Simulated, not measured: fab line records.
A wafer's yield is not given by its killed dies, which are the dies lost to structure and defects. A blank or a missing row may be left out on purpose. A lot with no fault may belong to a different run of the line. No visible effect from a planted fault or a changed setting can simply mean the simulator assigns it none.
Split-lot trial / flow n5_finfet / 7 lots, 39 wafers read, on a route of 1938 steps

## ON THE SPLIT
At N5_BEOL_M13_ETCH_68 (etches SOC in N2/H2, time 355 s), the setting time_s was moved away from the recipe's 355 s on 18 of the 39 wafers read, by -42.0% to +30.6%. All remaining wafers had this setting at the recipe value.

Reading taken at the split's own step.

## THE READING
SiARC_of_BEOL_M13_COAT_66.thk_nm (the simulator's own value, which no gauge read), in nm, at N5_BEOL_M13_ETCH_68 (etches SOC in N2/H2, time 355 s). The file does not state a usual value for it. The 21 wafers here that ran the recipe average 76.9 nm, standard deviation 0.42 nm.

wafer=L078.1; tool, chamber at the split=rie_diel-05, 1,0; time_s as run, s=460.8; against the recipe=+29.8%; SiARC_of_BEOL_M13_COAT_66.thk_nm, nm=67.4; against lot-mates on the recipe=-9.8
wafer=L078.3; tool, chamber at the split=rie_diel-05, 1,0; time_s as run, s=460.8; against the recipe=+29.8%; SiARC_of_BEOL_M13_COAT_66.thk_nm, nm=67.4; against lot-mates on the recipe=-9.8
wafer=L078.2; tool, chamber at the split=rie_diel-05, 2,3,2; time_s as run, s=355; against the recipe=recipe; SiARC_of_BEOL_M13_COAT_66.thk_nm, nm=77.2; against lot-mates on the recipe=-
wafer=L078.4; tool, chamber at the split=rie_diel-05, 2,3,2; time_s as run, s=355; against the recipe=recipe; SiARC_of_BEOL_M13_COAT_66.thk_nm, nm=77.2; against lot-mates on the recipe=-
wafer=L078.6; tool, chamber at the split=rie_diel-05, 2,3,2; time_s as run, s=355; against the recipe=recipe; SiARC_of_BEOL_M13_COAT_66.thk_nm, nm=77.2; against lot-mates on the recipe=-
wafer=L078.5; tool, chamber at the split=rie_diel-05, 1; time_s as run, s=460.8; against the recipe=+29.8%; SiARC_of_BEOL_M13_COAT_66.thk_nm, nm=67.2; against lot-mates on the recipe=-10.0
wafer=L079.1; tool, chamber at the split=rie_diel-06, 3; time_s as run, s=355; against the recipe=recipe; SiARC_of_BEOL_M13_COAT_66.thk_nm, nm=77.6; against lot-mates on the recipe=-
wafer=L079.2; tool, chamber at the split=rie_diel-06, 1; time_s as run, s=463.7; against the recipe=+30.6%; SiARC_of_BEOL_M13_COAT_66.thk_nm, nm=67.6; against lot-mates on the recipe=-9.5
wafer=L079.3; tool, chamber at the split=rie_diel-06, 2; time_s as run, s=463.7; against the recipe=+30.6%; SiARC_of_BEOL_M13_COAT_66.thk_nm, nm=66.8; against lot-mates on the recipe=-10.3
wafer=L079.4; tool, chamber at the split=rie_diel-06, 0; time_s as run, s=355; against the recipe=recipe; SiARC_of_BEOL_M13_COAT_66.thk_nm, nm=76.8; against lot-mates on the recipe=-
wafer=L079.5; tool, chamber at the split=rie_diel-06, 0; time_s as run, s=355; against the recipe=recipe; SiARC_of_BEOL_M13_COAT_66.thk_nm, nm=77; against lot-mates on the recipe=-
wafer=L079.6; tool, chamber at the split=rie_diel-06, 1; time_s as run, s=463.7; against the recipe=+30.6%; SiARC_of_BEOL_M13_COAT_66.thk_nm, nm=67.2; against lot-mates on the recipe=-9.9
wafer=L085.1; tool, chamber at the split=rie_diel-02, 0; time_s as run, s=355; against the recipe=recipe; SiARC_of_BEOL_M13_COAT_66.thk_nm, nm=76.6; against lot-mates on the recipe=-
wafer=L085.6; tool, chamber at the split=rie_diel-02, 0; time_s as run, s=355; against the recipe=recipe; SiARC_of_BEOL_M13_COAT_66.thk_nm, nm=76.6; against lot-mates on the recipe=-
wafer=L085.2; tool, chamber at the split=rie_diel-02, 1; time_s as run, s=276.9; against the recipe=-22.0%; SiARC_of_BEOL_M13_COAT_66.thk_nm, nm=83.4; against lot-mates on the recipe=+7.0
wafer=L085.3; tool, chamber at the split=rie_diel-02, 2; time_s as run, s=276.9; against the recipe=-22.0%; SiARC_of_BEOL_M13_COAT_66.thk_nm, nm=83.2; against lot-mates on the recipe=+6.8
wafer=L085.4; tool, chamber at the split=rie_diel-02, 3; time_s as run, s=355; against the recipe=recipe; SiARC_of_BEOL_M13_COAT_66.thk_nm, nm=76; against lot-mates on the recipe=-
wafer=L085.5; tool, chamber at the split=rie_diel-02, 1; time_s as run, s=276.9; against the recipe=-22.0%; SiARC_of_BEOL_M13_COAT_66.thk_nm, nm=84; against lot-mates on the recipe=+7.6
wafer=L087.1; tool, chamber at the split=rie_diel-06, 1; time_s as run, s=205.8; against the recipe=-42.0%; SiARC_of_BEOL_M13_COAT_66.thk_nm, nm=90.6; against lot-mates on the recipe=+14.0
wafer=L087.2; tool, chamber at the split=rie_diel-06, 2; time_s as run, s=205.8; against the recipe=-42.0%; SiARC_of_BEOL_M13_COAT_66.thk_nm, nm=90.2; against lot-mates on the recipe=+13.6
wafer=L087.3; tool, chamber at the split=rie_diel-06, 3; time_s as run, s=355; against the recipe=recipe; SiARC_of_BEOL_M13_COAT_66.thk_nm, nm=77; against lot-mates on the recipe=-
wafer=L087.4; tool, chamber at the split=rie_diel-06, 0; time_s as run, s=355; against the recipe=recipe; SiARC_of_BEOL_M13_COAT_66.thk_nm, nm=76.2; against lot-mates on the recipe=-
wafer=L087.5; tool, chamber at the split=rie_diel-06, 2; time_s as run, s=205.8; against the recipe=-42.0%; SiARC_of_BEOL_M13_COAT_66.thk_nm, nm=90.4; against lot-mates on the recipe=+13.8
wafer=L087.6; tool, chamber at the split=rie_diel-06, 1; time_s as run, s=355; against the recipe=recipe; SiARC_of_BEOL_M13_COAT_66.thk_nm, nm=76.6; against lot-mates on the recipe=-
wafer=L088.1; tool, chamber at the split=rie_diel-06, 1; time_s as run, s=282.2; against the recipe=-20.5%; SiARC_of_BEOL_M13_COAT_66.thk_nm, nm=83.6; against lot-mates on the recipe=+7.0
wafer=L088.2; tool, chamber at the split=rie_diel-06, 3; time_s as run, s=282.2; against the recipe=-20.5%; SiARC_of_BEOL_M13_COAT_66.thk_nm, nm=83.8; against lot-mates on the recipe=+7.2
wafer=L088.3; tool, chamber at the split=rie_diel-06, 0; time_s as run, s=282.2; against the recipe=-20.5%; SiARC_of_BEOL_M13_COAT_66.thk_nm, nm=83.2; against lot-mates on the recipe=+6.6
wafer=L088.4; tool, chamber at the split=rie_diel-06, 2; time_s as run, s=355; against the recipe=recipe; SiARC_of_BEOL_M13_COAT_66.thk_nm, nm=76.2; against lot-mates on the recipe=-
wafer=L088.5; tool, chamber at the split=rie_diel-06, 0; time_s as run, s=355; against the recipe=recipe; SiARC_of_BEOL_M13_COAT_66.thk_nm, nm=76.4; against lot-mates on the recipe=-
wafer=L088.6; tool, chamber at the split=rie_diel-06, 3; time_s as run, s=355; against the recipe=recipe; SiARC_of_BEOL_M13_COAT_66.thk_nm, nm=77.2; against lot-mates on the recipe=-
wafer=L095.2; tool, chamber at the split=rie_diel-06, 1; time_s as run, s=355; against the recipe=recipe; SiARC_of_BEOL_M13_COAT_66.thk_nm, nm=77.2; against lot-mates on the recipe=-
wafer=L095.3; tool, chamber at the split=rie_diel-06, 2; time_s as run, s=355; against the recipe=recipe; SiARC_of_BEOL_M13_COAT_66.thk_nm, nm=76.8; against lot-mates on the recipe=-
wafer=L095.4; tool, chamber at the split=rie_diel-06, 0; time_s as run, s=355; against the recipe=recipe; SiARC_of_BEOL_M13_COAT_66.thk_nm, nm=76.6; against lot-mates on the recipe=-
wafer=L097.1; tool, chamber at the split=rie_diel-05, 0; time_s as run, s=214.1; against the recipe=-39.7%; SiARC_of_BEOL_M13_COAT_66.thk_nm, nm=90.8; against lot-mates on the recipe=+13.6
wafer=L097.2; tool, chamber at the split=rie_diel-05, 2; time_s as run, s=355; against the recipe=recipe; SiARC_of_BEOL_M13_COAT_66.thk_nm, nm=77.2; against lot-mates on the recipe=-
wafer=L097.3; tool, chamber at the split=rie_diel-05, 1; time_s as run, s=214.1; against the recipe=-39.7%; SiARC_of_BEOL_M13_COAT_66.thk_nm, nm=89.8; against lot-mates on the recipe=+12.6
wafer=L097.4; tool, chamber at the split=rie_diel-05, 1; time_s as run, s=355; against the recipe=recipe; SiARC_of_BEOL_M13_COAT_66.thk_nm, nm=77; against lot-mates on the recipe=-
wafer=L097.5; tool, chamber at the split=rie_diel-05, 0; time_s as run, s=355; against the recipe=recipe; SiARC_of_BEOL_M13_COAT_66.thk_nm, nm=77.4; against lot-mates on the recipe=-
wafer=L097.6; tool, chamber at the split=rie_diel-05, 2; time_s as run, s=214.1; against the recipe=-39.7%; SiARC_of_BEOL_M13_COAT_66.thk_nm, nm=90.2; against lot-mates on the recipe=+13.0
Rows listing several chambers each stand for several wafers; the file does not say which wafer went through which chamber.

FIT RESULTS
A straight line over all 39 wafers: SiARC_of_BEOL_M13_COAT_66.thk_nm changes by -0.323 nm for each +1% of time_s; r = -1.00; the points scatter about the line by 0.43 nm.
The same after taking each lot's own level away (the mean of its wafers on the recipe; 39 wafers): -0.329 nm for each +1%; r = -1.00; scatter 0.3 nm.
Per that fit: largest time_s move, reading shift of 14 nm.
From 76.40 to 77.20 nm: that is the span of the lots' own levels, equal to 1.9 times the standard deviation above.
Consequently the slope shifts little with the lot-to-lot level, the two slopes agreeing.
Check: +13.8 nm against its lot-mates is what the line predicts for one of the wafers moved furthest among these (-42.0%) when that wafer is left out of the fit. Against them it came out at +14 nm.

## ADDITIONAL SPLITS CARRIED BY THESE WAFERS
Before the reading, these wafers also passed through other splits. Each is held against what the fit with the lots' levels taken away leaves over:
other split on the same wafers=N5_BEOL_M10_CVD_75 target_thk_a; wafers away from the commonest value=9; r with SiARC_of_BEOL_M13_COAT_66.thk_nm (lot level and that fit taken away)=+0.23

## FILE'S OWN FIT
SiARC_of_BEOL_M13_COAT_66.thk_nm changes by -0.329 nm for each +1% of time_s, r = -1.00.
